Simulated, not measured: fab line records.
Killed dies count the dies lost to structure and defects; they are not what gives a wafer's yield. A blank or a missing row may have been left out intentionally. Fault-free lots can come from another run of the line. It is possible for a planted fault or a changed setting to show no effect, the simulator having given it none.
fab line records	flow n5_finfet	part 2 of 2: steps 4 to 6 of 6
[record] lots = 21	wafers = 63	last_day = 17
route steps=1938 shown BEOL_M10@1514 BEOL_M11@1554
lots untouched by any fault: they come from a run of this same line in which no faults occurred
start_h: the number of hours between the record's first day and the start of the first shown wafer of the lot	wait_h: hours elapsed since this lot's preceding step	" same as the row above	L1.1+2: a single row standing in for several wafers	- no value present, or no start provided	* or withheld: withheld	< > ~ a bound
route shown NAME@n: a module of which the file shows steps, and the number in the route of the first	usual: mean/standard deviation taken from wafers without a fault	same: alike in all rows	chamber/n: place in a boat	sites: per-site readings	_std_site: how widely they spread, as a standard deviation	_edge_site: mean of outer sites minus mean of inner sites	radius_mm: how far each site lies from the wafer's centre	mask NAME#n: copy n	behind: the most recent tool/chamber to have shaped the wafer	hold: why the lot went on hold/how many hours it stayed there/how the hold came to an end	device: the n, p or np transistor that did not switch	end of line: the same wafers' tests at the end of the route	a step given without rows: its recipe and nothing more	killed: dies that structure and defects cost at the first sort, which is not the same as the wafer's yield	map: dies across one wafer; x = killed, . = not, _ = none there
set.NAME: the setting that was run; set.NAME@STEP: the one run at that earlier step	model.NAME: the simulator's own value behind a step, which no gauge read
the route's steps for a sample of lots (tables are steps, rows are wafers)
services: when a tool's chamber went out of use (start_h, in hours from the record's first day, below 0 if earlier), for how many hours, and the reason
[[steps]]
[step N5_BEOL_M11_TRENCH_ETCH_37]
[recipe] chemistry = C4F6/O2	target_depth_a = 1488.3	target = SiCOH_lowk	time_s = 48	ion_energy_ev = 250	pressure_mtorr = 30	source_w = 345	bias_w = 185	Ar_flow_sccm = 300	C4F6_flow_sccm = 10	O2_flow_sccm = 10
[usual] drypump_motor_current_A = 5.8/0.53	oes_o_777_au = 0.79/0.066	oes_product_au = 0.79/0.068	rf_vpp_V = 662/4.1	showerhead_plenum_p_Torr = 2.86/0.095	throttle_valve_pct = 20.94/0.22
lot.wafer	tool	chamber	start_h	wait_h	drypump_motor_current_A	oes_o_777_au	oes_product_au	rf_hours_counter_h	rf_vpp_V	showerhead_plenum_p_Torr	throttle_valve_pct
L074.1	rie_diel-06	0	-	-	5.7	0.85	0.85	50	665	2.89	20.61
L074.3	"	1	"	"	5.5	0.72	0.73	189	663	2.73	20.97
L074.5	"	1	"	"	5.5	0.72	0.72	-	662	2.73	20.95
L078.1	rie_diel-02	2	-	-	5.1	0.80	0.80	96	660	2.75	20.81
L078.2	"	0	"	"	5.1	0.88	0.89	38	657	3.02	21.19
L078.3	"	1	"	"	5.6	0.75	0.72	183	657	2.93	20.97
L075.3	rie_diel-06	1	-	-	5.5	0.71	0.71	201	663	2.72	20.98
L075.5	"	2	"	"	6.5	0.75	0.75	-	669	2.85	21.10
L075.6	"	1	"	"	5.5	0.71	0.72	-	662	2.72	20.98
L076.1	rie_diel-06	3	-	-	6.5	0.82	0.80	101	658	2.75	20.93
L076.4	"	0	"	"	5.7	0.82	0.83	64	662	2.88	20.63
L076.5	"	3	"	"	6.5	0.81	0.81	-	657	2.75	20.93
L079.2	rie_diel-06	3	-	-	6.5	0.82	0.81	103	655	2.75	20.92
L079.3	"	0	"	"	5.7	0.82	0.83	66	663	2.88	20.65
L079.5	"	1	"	"	5.5	0.71	0.72	-	662	2.72	20.99
L081.2	rie_diel-02	3	-	-	6.6	0.87	0.87	45	667	2.89	20.64
L081.4	"	0	"	"	5.1	0.86	0.86	52	658	3.01	21.20
L081.5	"	0	"	"	5.1	0.86	0.86	-	659	3.01	21.23
L083.1	rie_diel-06	2	-	-	6.5	0.74	0.74	183	667	2.84	21.11
L083.3	"	3	"	"	6.5	0.81	0.80	110	656	2.75	20.92
L083.5	"	1	"	"	5.5	0.70	0.71	-	663	2.72	21.00
L082.3	rie_diel-02	2	-	-	5.1	0.79	0.78	109	659	2.75	20.82
L082.4	"	0	"	"	5.1	0.85	0.86	52	657	3.01	21.22
L082.5	"	1	"	"	5.5	0.73	0.72	-	660	2.93	20.97
L084.1	rie_diel-05	1	-	-	5.8	0.73	0.71	212	658	2.94	21.17
L084.3	"	0	"	"	5.6	0.90	0.89	33	666	2.78	20.55
L084.5	"	2	"	"	5.4	0.72	0.71	-	668	2.82	21.33
L085.2	rie_diel-02	1	-	-	5.6	0.73	0.71	198	659	2.92	20.98
L085.4	"	2	"	"	5.1	0.79	0.78	111	661	2.75	20.84
L085.5	"	2	"	"	5.1	0.78	0.77	-	658	2.75	20.82
L086.2	rie_diel-05	0	-	-	5.6	0.89	0.89	37	666	2.78	20.55
L086.4	"	2	"	"	5.4	0.72	0.71	-	668	2.82	21.33
L086.6	"	1	"	"	5.8	0.73	0.72	-	658	2.94	21.18
L087.2	rie_diel-02	1	-	-	5.5	0.72	0.71	206	659	2.92	21.00
L087.3	"	2	"	"	5.1	0.77	0.77	119	660	2.74	20.83
L087.4	"	2	"	"	5.1	0.77	0.76	-	659	2.75	20.84
L088.3	rie_diel-06	0	-	-	5.7	0.80	0.82	78	662	2.88	20.65
L088.4	"	1	"	"	5.5	0.70	0.71	219	662	2.72	21.00
L088.5	"	1	"	"	5.5	0.70	0.71	-	662	2.72	20.99
L089.1	rie_diel-02	3	-	-	6.5	0.85	0.86	56	666	2.89	20.68
L089.3	"	1	"	"	5.6	0.72	0.71	207	658	2.92	21.00
L089.4	"	3	"	"	6.5	0.86	0.86	-	666	2.89	20.68
L090.1	rie_diel-06	3	-	-	6.6	0.81	0.79	120	654	2.75	20.94
L090.2	"	1	"	"	5.5	0.70	0.70	224	662	2.71	21.01
L090.3	"	2	"	"	6.5	0.74	0.73	191	667	2.84	21.12
L091.1	rie_diel-05	0	-	-	5.6	0.88	0.88	50	667	2.78	20.56
L091.2	"	3	"	"	5.7	0.88	0.87	39	665	3.02	20.87
L091.5	"	0	"	"	5.7	0.87	0.88	-	665	2.78	20.55
L092.1	rie_diel-02	0	-	-	5.1	0.83	0.83	70	658	3.00	21.23
L092.4	"	2	"	"	5.1	0.77	0.76	129	659	2.74	20.83
L092.5	"	3	"	"	6.6	0.85	0.84	-	665	2.88	20.69
L093.1	rie_diel-06	1	-	-	5.5	0.69	0.69	231	664	2.71	21.01
L093.2	"	3	"	"	6.5	0.79	0.79	127	656	2.74	20.97
L093.5	"	2	"	"	6.6	0.73	0.74	-	666	2.83	21.13
L094.2	rie_diel-05	3	-	-	5.8	0.88	0.87	41	665	3.01	20.89
L094.3	"	2	"	"	5.4	0.71	0.70	232	669	2.81	21.36
L094.5	"	2	"	"	5.4	0.71	0.70	-	669	2.81	21.35
L096.1	rie_diel-02	1	-	-	5.6	0.71	0.70	224	657	2.91	21.02
L096.2	"	3	"	"	6.6	0.83	0.83	72	667	2.88	20.72
L096.6	"	1	"	"	5.6	0.71	0.69	-	658	2.91	21.01
L097.1	rie_diel-05	0	-	-	5.6	0.86	0.86	58	666	2.77	20.58
L097.2	"	1	"	"	5.9	0.71	0.70	237	657	2.93	21.20
L097.4	"	3	"	"	5.7	0.87	0.86	-	665	3.01	20.89
[step N5_BEOL_M11_ALD_74]
[recipe] material = TaN	target_thk_a = 20	temp_c = 275	ald_precursor_family = PDMAT	ald_co_reactant = NH3	pressure_torr = 3	carrier_flow_sccm = 1500	pulse_time_s = 2	purge_time_s = 3	co_reactant_purge_time_s = 2	co_reactant_pulse_time_s = 3	ald_cycles = 40	precursor_vessel_temp_c = 75	precursor_vessel_pressure_torr = 26.25	precursor_vessel_carrier_sccm = 1000
[usual] heater_power_w = 420/44	mfc_carrier_sccm = 1500/5.1	precursor_vessel_carrier_sccm = 1000/3.1
[same] co_reactant_purge_time_s = 2
lot.wafer	tool	chamber	start_h	wait_h	heater_power_w	mfc_carrier_sccm	precursor_vessel_carrier_sccm
L074.1	ald_metal-04	1	207.83	0.0	473	1500	1004
L074.3	"	2	"	"	367	1497	997
L074.5	"	3	"	"	420	1500	997
L078.1	ald_metal-04	1	246.94	0.0	486	1503	999
L078.2	"	2	"	"	365	1498	997
L078.3	"	3	"	"	404	1502	1002
L075.3	ald_metal-03	0	250.56	0.0	380	1509	997
L075.5	"	3	"	"	493	1495	999
L075.6	"	0	"	"	378	1509	1000
L076.1	ald_metal-03	2	259.25	0.2	392	1503	1001
L076.4	"	0	"	"	369	1506	998
L076.5	"	2	"	"	389	1503	994
L079.2	ald_metal-04	3	265.42	0.1	408	1498	1001
L079.3	"	1	"	"	490	1505	1000
L079.5	"	1	"	"	485	1500	1001
L081.2	ald_metal-02	3	289.63	0.0	419	1502	997
L081.4	"	3	"	"	411	1498	993
L081.5	"	3	"	"	418	1507	1000
L083.1	ald_metal-04	3	289.90	0.0	414	1491	999
L083.3	"	1	"	"	485	1497	1000
L083.5	"	2	"	"	368	1503	999
L082.3	ald_metal-03	3	290.01	0.1	500	1490	994
L082.4	"	1	"	"	393	1494	999
L082.5	"	3	"	"	488	1499	994
L084.1	ald_metal-04	3	294.89	0.3	418	1496	1003
L084.3	"	0	"	"	460	1504	998
L084.5	"	1	"	"	493	1497	998
L085.2	ald_metal-03	3	299.05	0.0	500	1493	999
L085.4	"	0	"	"	372	1505	1003
L085.5	"	2	"	"	391	1497	1003
L086.2	ald_metal-02	3	305.87	0.0	413	1507	1004
L086.4	"	1	"	"	444	1494	1004
L086.6	"	3	"	"	421	1510	999
L087.2	ald_metal-03	2	318.71	0.0	392	1502	1000
L087.3	"	0	"	"	364	1495	1008
L087.4	"	0	"	"	374	1502	1004
L088.3	ald_metal-03	3	319.17	0.0	494	1501	995
L088.4	"	3	"	"	489	1501	997
L088.5	"	2	"	"	385	1503	994
L089.1	ald_metal-03	2	321.86	0.0	390	1500	1001
L089.3	"	0	"	"	366	1492	1001
L089.4	"	3	"	"	486	1486	1004
L090.1	ald_metal-02	0	335.34	0.0	459	1505	997
L090.2	"	1	"	"	436	1501	1005
L090.3	"	3	"	"	403	1496	1006
L091.1	ald_metal-03	0	344.05	0.0	371	1497	1000
L091.2	"	2	"	"	384	1504	995
L091.5	"	2	"	"	396	1501	995
L092.1	ald_metal-03	2	349.67	0.0	396	1504	1003
L092.4	"	3	"	"	490	1496	996
L092.5	"	0	"	"	364	1499	1001
L093.1	ald_metal-02	3	349.89	0.1	409	1503	1002
L093.2	"	0	"	"	463	1488	1000
L093.5	"	2	"	"	366	1497	998
L094.2	ald_metal-02	3	350.43	0.0	416	1506	997
L094.3	"	1	"	"	443	1496	998
L094.5	"	3	"	"	411	1497	994
L096.1	ald_metal-04	0	366.31	0.0	409	1500	999
L096.2	"	1	"	"	434	1502	1001
L096.6	"	0	"	"	415	1492	992
L097.1	ald_metal-04	2	370.05	0.1	369	1501	998
L097.2	"	1	"	"	436	1499	1000
L097.4	"	2	"	"	361	1495	996
[step N5_BEOL_M11_ANNEAL_51]
[recipe] temp_c = 225	time_s = 90	ambient = N2
[usual] wafer_temp_C_max = 226.0/0.32
lot.wafer	tool	chamber	start_h	wait_h	wafer_temp_C_max
L074.1	rtp_anneal-01	0	208.75	0.2	226.4
L074.3	"	0	"	"	226.1
L074.5	"	0	"	"	226.4
L078.1	rtp_anneal-02	0	247.76	0.1	225.7
L078.2	"	0	"	"	225.9
L078.3	"	0	"	"	225.9
L075.3	rtp_anneal-02	0	251.99	0.1	226.2
L075.5	"	0	"	"	225.6
L075.6	"	0	"	"	225.7
L076.1	rtp_anneal-01	0	260.56	0.2	226.2
L076.4	"	0	"	"	226.1
L076.5	"	0	"	"	225.8
L079.2	rtp_anneal-01	0	268.35	0.2	226.1
L079.3	"	0	"	"	226.3
L079.5	"	0	"	"	226.2
L081.2	rtp_anneal-02	0	290.78	0.1	225.9
L081.4	"	0	"	"	225.8
L081.5	"	0	"	"	225.8
L083.1	rtp_anneal-01	0	291.23	0.4	226.2
L083.3	"	0	"	"	226.1
L083.5	"	0	"	"	225.9
L082.3	rtp_anneal-02	0	291.36	0.4	225.7
L082.4	"	0	"	"	225.7
L082.5	"	0	"	"	225.9
L084.1	rtp_anneal-01	0	298.94	0.2	225.7
L084.3	"	0	"	"	225.9
L084.5	"	0	"	"	226.0
L085.2	rtp_anneal-02	0	300.35	0.5	225.9
L085.4	"	0	"	"	226.2
L085.5	"	0	"	"	226.3
L086.2	rtp_anneal-02	0	307.76	1.3	225.7
L086.4	"	0	"	"	225.9
L086.6	"	0	"	"	225.6
L087.2	rtp_anneal-01	0	319.43	0.1	226.6
L087.3	"	0	"	"	226.7
L087.4	"	0	"	"	226.2
L088.3	rtp_anneal-02	0	321.75	0.3	226.2
L088.4	"	0	"	"	225.6
L088.5	"	0	"	"	225.7
L089.1	rtp_anneal-01	0	323.40	0.7	226.3
L089.3	"	0	"	"	226.0
L089.4	"	0	"	"	226.4
L090.1	rtp_anneal-01	0	336.36	0.3	226.6
L090.2	"	0	"	"	226.3
L090.3	"	0	"	"	226.1
L091.1	rtp_anneal-01	0	345.24	0.4	226.7
L091.2	"	0	"	"	226.6
L091.5	"	0	"	"	225.9
L092.1	rtp_anneal-02	0	350.57	0.2	225.8
L092.4	"	0	"	"	225.6
L092.5	"	0	"	"	225.8
L093.1	rtp_anneal-01	0	350.75	0.1	226.0
L093.2	"	0	"	"	226.0
L093.5	"	0	"	"	226.1
L094.2	rtp_anneal-02	0	352.80	0.1	226.0
L094.3	"	0	"	"	225.7
L094.5	"	0	"	"	225.9
L096.1	rtp_anneal-02	0	367.03	0.1	225.8
L096.2	"	0	"	"	225.7
L096.6	"	0	"	"	226.2
L097.1	rtp_anneal-01	0	371.59	0.6	226.2
L097.2	"	0	"	"	226.5
L097.4	"	0	"	"	226.2
[[services]]
tool	chamber	start_h	hours	kind
rie_diel-02	2	187.47	42.2	repair
rie_diel-05	-	197.43	0.5	repair
rie_diel-01	1	228.63	16.2	repair
ald_metal-03	1	231.04	5.1	repair
rie_diel-03	-	239.55	1.0	repair
ald_metal-04	-	250.00	0.4	repair
ald_metal-02	-	258.73	0.5	repair
rie_diel-03	1	261.09	19.7	repair
ald_metal-02	2	270.46	27.3	repair
rie_diel-06	2	297.63	7.9	repair
rie_diel-05	3	298.23	8.0	repair
rie_diel-06	-	302.99	14.6	pm
rtp_anneal-01	-	304.29	6.2	pm
rie_diel-02	0	316.48	3.8	repair
ald_metal-03	1	318.16	2.9	repair
rie_diel-06	0	329.38	30.4	repair
rie_diel-02	0	333.06	3.4	repair
rie_diel-03	2	333.64	14.0	repair
ald_metal-04	-	337.25	14.0	pm
rie_diel-06	2	337.79	6.0	repair
rie_diel-04	0	346.07	5.5	repair
rie_diel-02	2	359.03	13.7	repair
ald_metal-04	3	361.62	29.1	repair
rie_diel-05	2	368.61	5.7	repair
